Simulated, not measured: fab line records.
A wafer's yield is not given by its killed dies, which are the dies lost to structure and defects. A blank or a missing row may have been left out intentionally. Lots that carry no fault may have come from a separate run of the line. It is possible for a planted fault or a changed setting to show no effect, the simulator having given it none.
Chamber matching | flow n5Finfet | rieSi-01 running N5_BEOL_M0_SAQP_MANDREL2_REMOVE_110: 4 sister chambers
The step chemistry HBr/Cl2/O2, target a-Si, stops on SiCN, bt time 10 s. 4 wafers are shown with their chamber, then 10 later ones without.

## EACH WAFER AND ITS CHAMBER
wafer  | chamber | throttleValvePct (%)
L081.6 | 2       | 36.46
L083.4 | 0       | 37.08
L084.2 | 1       | 36.34
L084.4 | 3       | 36.66

## WAFERS WITHOUT THEIR CHAMBER
wafer  | throttleValvePct (%)
L084.5 | 36.67
L085.2 | 37.09
L085.3 | 36.33
L085.4 | 36.66
L086.2 | 36.45
L086.3 | 36.34
L086.4 | 36.67
L088.1 | 36.46
L088.2 | 37.07
L088.4 | 36.67

## EACH ONE'S CHAMBER
wafer  | from the rows above | in truth
L084.5 | 3                   | 3
L085.2 | 0                   | 0
L085.3 | 1                   | 1
L085.4 | 3                   | 3
L086.2 | 2                   | 2
L086.3 | 1                   | 1
L086.4 | 3                   | 3
L088.1 | 2                   | 2
L088.2 | 0                   | 0
L088.4 | 3                   | 3
Placed correctly: 10 of 10. Can't be placed from these rows: 0. Number placed wrongly: 0.
How it was worked out, from the rows above alone: a wafer's distance from a chamber is the root of the sum, over the readings, of the square of ((its reading less the chamber's mean) divided by the reading's scatter). If the next closest chamber is less than 2 further off than the closest, the wafer can't be placed; otherwise it belongs to the closest. Each chamber's mean is taken over the wafers shown for it. The scatter: root of mean squared gap, hidden wafer to nearest shown wafer, with one shown wafer a chamber.
